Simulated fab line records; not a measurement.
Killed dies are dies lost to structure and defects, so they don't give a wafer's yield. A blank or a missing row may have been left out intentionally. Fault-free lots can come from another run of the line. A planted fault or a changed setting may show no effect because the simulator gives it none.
Chamber matching || flow n5 finfet || uv cure-01 running N5_BEOL_M9_CURE_72: 3 sister chambers
The step cures SiCOH lowk, time 120 s. 6 wafers are shown with their chamber, then 8 later ones without.

== WAFERS, EACH WITH ITS CHAMBER ==
{"wafer": "L084.2", "chamber": 0, "wafer_temp_C_max": 372.4, "lamp power pct (%)": 52.33}
{"wafer": "L084.4", "chamber": 0, "wafer_temp_C_max": 372.4, "lamp power pct (%)": 52.24}
{"wafer": "L092.4", "chamber": 2, "wafer_temp_C_max": 372.2, "lamp power pct (%)": 52.41}
{"wafer": "L093.3", "chamber": 1, "wafer_temp_C_max": 372.5, "lamp power pct (%)": 52.32}
{"wafer": "L093.4", "chamber": 1, "wafer_temp_C_max": 372.6, "lamp power pct (%)": 52.31}
{"wafer": "L095.2", "chamber": 2, "wafer_temp_C_max": 371.6, "lamp power pct (%)": 52.29}

== WAFERS MISSING THEIR CHAMBER ==
{"wafer": "L095.3", "wafer_temp_C_max": 371.5, "lamp power pct (%)": 52.28}
{"wafer": "L095.5", "wafer_temp_C_max": 371.9, "lamp power pct (%)": 52.32}
{"wafer": "L097.3", "wafer_temp_C_max": 372.6, "lamp power pct (%)": 52.30}
{"wafer": "L097.4", "wafer_temp_C_max": 372.7, "lamp power pct (%)": 52.29}
{"wafer": "L097.6", "wafer_temp_C_max": 373.3, "lamp power pct (%)": 52.33}
{"wafer": "L096.1", "wafer_temp_C_max": 371.4, "lamp power pct (%)": 52.33}
{"wafer": "L096.2", "wafer_temp_C_max": 371.6, "lamp power pct (%)": 52.33}
{"wafer": "L096.3", "wafer_temp_C_max": 371.4, "lamp power pct (%)": 52.35}

== WHICH CHAMBER EACH WENT THROUGH ==
{"wafer": "L095.3", "from the rows above": "can't be placed: 2 or 0", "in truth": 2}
{"wafer": "L095.5", "from the rows above": "can't be placed: 2 or 0", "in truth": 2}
{"wafer": "L097.3", "from the rows above": "can't be placed: 1 or 0", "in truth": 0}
{"wafer": "L097.4", "from the rows above": "can't be placed: 1 or 0", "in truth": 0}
{"wafer": "L097.6", "from the rows above": "can't be placed: 1 or 0", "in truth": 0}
{"wafer": "L096.1", "from the rows above": 2, "in truth": 2}
{"wafer": "L096.2", "from the rows above": 2, "in truth": 2}
{"wafer": "L096.3", "from the rows above": 2, "in truth": 2}
3 of 8 placed correctly. Not placeable from these rows: 5 (in 5, the candidates include the true chamber). Placed wrongly: 0.
How it was worked out, from the rows above alone: a wafer's distance from a chamber is the root of the sum, over the readings, of the square of ((its reading less the chamber's mean) divided by the reading's scatter). The wafer belongs to the nearest chamber; if the next one is less than 2 further off, it can't be placed. A chamber's mean is the mean of its shown wafers. How the scatter is found: for the shown wafers, subtract from each reading the mean of its chamber, square and add these, divide the total by (wafers less chambers), then take the root.
